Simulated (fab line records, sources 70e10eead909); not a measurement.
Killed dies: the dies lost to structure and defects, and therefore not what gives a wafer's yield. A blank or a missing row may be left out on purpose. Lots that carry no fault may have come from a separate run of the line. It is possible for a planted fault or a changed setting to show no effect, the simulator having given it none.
Matching of chambers / flow nandHarc / 4 sister chambers for NHARC_A_STAIRCASE_TRIM_220 on rieDiel-12
The step chemistry O2, time 211.2 s. 22 wafers are shown with their chamber, then 11 later ones without.

== WAFERS, EACH WITH ITS CHAMBER ==
wafer=L074.1; chamber=3; drypumpMotorCurrentA (A)=5.7; showerheadPlenumPTorr (Torr)=3.42; throttleValvePct (%)=17.036
wafer=L074.3; chamber=2; drypumpMotorCurrentA (A)=6.0; showerheadPlenumPTorr (Torr)=3.37; throttleValvePct (%)=17.030
wafer=L074.6; chamber=0; drypumpMotorCurrentA (A)=6.6; showerheadPlenumPTorr (Torr)=3.37; throttleValvePct (%)=17.037
wafer=L078.2; chamber=3; drypumpMotorCurrentA (A)=5.8; showerheadPlenumPTorr (Torr)=3.41; throttleValvePct (%)=17.035
wafer=L078.3; chamber=1; drypumpMotorCurrentA (A)=5.1; showerheadPlenumPTorr (Torr)=3.46; throttleValvePct (%)=17.048
wafer=L078.6; chamber=2; drypumpMotorCurrentA (A)=6.0; showerheadPlenumPTorr (Torr)=3.36; throttleValvePct (%)=17.060
wafer=L080.1; chamber=3; drypumpMotorCurrentA (A)=5.8; showerheadPlenumPTorr (Torr)=3.41; throttleValvePct (%)=17.035
wafer=L080.4; chamber=0; drypumpMotorCurrentA (A)=6.6; showerheadPlenumPTorr (Torr)=3.36; throttleValvePct (%)=17.026
wafer=L080.5; chamber=1; drypumpMotorCurrentA (A)=5.2; showerheadPlenumPTorr (Torr)=3.45; throttleValvePct (%)=17.042
wafer=L083.2; chamber=0; drypumpMotorCurrentA (A)=6.6; showerheadPlenumPTorr (Torr)=3.35; throttleValvePct (%)=17.034
wafer=L083.4; chamber=2; drypumpMotorCurrentA (A)=6.1; showerheadPlenumPTorr (Torr)=3.35; throttleValvePct (%)=17.037
wafer=L083.6; chamber=3; drypumpMotorCurrentA (A)=5.7; showerheadPlenumPTorr (Torr)=3.40; throttleValvePct (%)=17.037
wafer=L088.3; chamber=0; drypumpMotorCurrentA (A)=6.6; showerheadPlenumPTorr (Torr)=3.34; throttleValvePct (%)=17.031
wafer=L088.4; chamber=3; drypumpMotorCurrentA (A)=5.7; showerheadPlenumPTorr (Torr)=3.39; throttleValvePct (%)=17.031
wafer=L088.6; chamber=3; drypumpMotorCurrentA (A)=5.8; showerheadPlenumPTorr (Torr)=3.39; throttleValvePct (%)=17.035
wafer=L090.1; chamber=1; drypumpMotorCurrentA (A)=5.2; showerheadPlenumPTorr (Torr)=3.44; throttleValvePct (%)=17.042
wafer=L090.4; chamber=1; drypumpMotorCurrentA (A)=5.1; showerheadPlenumPTorr (Torr)=3.44; throttleValvePct (%)=17.020
wafer=L090.6; chamber=3; drypumpMotorCurrentA (A)=5.8; showerheadPlenumPTorr (Torr)=3.39; throttleValvePct (%)=17.041
wafer=L092.3; chamber=0; drypumpMotorCurrentA (A)=6.6; showerheadPlenumPTorr (Torr)=3.33; throttleValvePct (%)=17.023
wafer=L092.4; chamber=1; drypumpMotorCurrentA (A)=5.2; showerheadPlenumPTorr (Torr)=3.43; throttleValvePct (%)=17.048
wafer=L092.5; chamber=2; drypumpMotorCurrentA (A)=6.1; showerheadPlenumPTorr (Torr)=3.34; throttleValvePct (%)=17.053
wafer=L093.1; chamber=3; drypumpMotorCurrentA (A)=5.7; showerheadPlenumPTorr (Torr)=3.39; throttleValvePct (%)=17.030

SIGNATURES, as means of the wafers listed above
reading=drypumpMotorCurrentA; chamber 0=6.600; chamber 1=5.160; chamber 2=6.050; chamber 3=5.750; scatter within a chamber=0.0483
reading=showerheadPlenumPTorr; chamber 0=3.3500; chamber 1=3.4440; chamber 2=3.3550; chamber 3=3.4000; scatter within a chamber=0.013
reading=throttleValvePct; chamber 0=17.03020; chamber 1=17.04000; chamber 2=17.04500; chamber 3=17.03500; scatter within a chamber=0.00859
Rule: for a wafer and a chamber, the distance is found by dividing, reading by reading, the gap between the wafer's reading and the chamber's mean by the reading's scatter, squaring, summing and taking the root. If the next closest chamber is less than 2 further off than the closest, the wafer can't be placed; otherwise it belongs to the closest. How the scatter is found: for the shown wafers, subtract from each reading the mean of its chamber, square and add these, divide the total by (wafers less chambers), then take the root.

== WAFERS WITHOUT THEIR CHAMBER ==
wafer=L093.2; drypumpMotorCurrentA (A)=6.6; showerheadPlenumPTorr (Torr)=3.33; throttleValvePct (%)=17.040
wafer=L093.3; drypumpMotorCurrentA (A)=5.2; showerheadPlenumPTorr (Torr)=3.43; throttleValvePct (%)=17.043
wafer=L094.2; drypumpMotorCurrentA (A)=5.1; showerheadPlenumPTorr (Torr)=3.43; throttleValvePct (%)=17.031
wafer=L094.3; drypumpMotorCurrentA (A)=6.6; showerheadPlenumPTorr (Torr)=3.33; throttleValvePct (%)=17.047
wafer=L094.5; drypumpMotorCurrentA (A)=6.1; showerheadPlenumPTorr (Torr)=3.33; throttleValvePct (%)=17.054
wafer=L097.3; drypumpMotorCurrentA (A)=5.2; showerheadPlenumPTorr (Torr)=3.42; throttleValvePct (%)=17.036
wafer=L097.5; drypumpMotorCurrentA (A)=5.7; showerheadPlenumPTorr (Torr)=3.38; throttleValvePct (%)=17.018
wafer=L097.6; drypumpMotorCurrentA (A)=6.6; showerheadPlenumPTorr (Torr)=3.33; throttleValvePct (%)=17.029
wafer=L096.2; drypumpMotorCurrentA (A)=6.1; showerheadPlenumPTorr (Torr)=3.33; throttleValvePct (%)=17.034
wafer=L096.3; drypumpMotorCurrentA (A)=5.2; showerheadPlenumPTorr (Torr)=3.42; throttleValvePct (%)=17.028
wafer=L096.6; drypumpMotorCurrentA (A)=5.7; showerheadPlenumPTorr (Torr)=3.38; throttleValvePct (%)=17.026

== CHAMBER TAKEN BY EACH ==
wafer=L093.2; from the rows above=0; in truth=0
wafer=L093.3; from the rows above=1; in truth=1
wafer=L094.2; from the rows above=1; in truth=1
wafer=L094.3; from the rows above=0; in truth=0
wafer=L094.5; from the rows above=2; in truth=2
wafer=L097.3; from the rows above=1; in truth=1
wafer=L097.5; from the rows above=3; in truth=3
wafer=L097.6; from the rows above=0; in truth=0
wafer=L096.2; from the rows above=2; in truth=2
wafer=L096.3; from the rows above=1; in truth=1
wafer=L096.6; from the rows above=3; in truth=3
Placed correctly: 11 of 11. Can't be placed from these rows: 0. Number placed wrongly: 0.
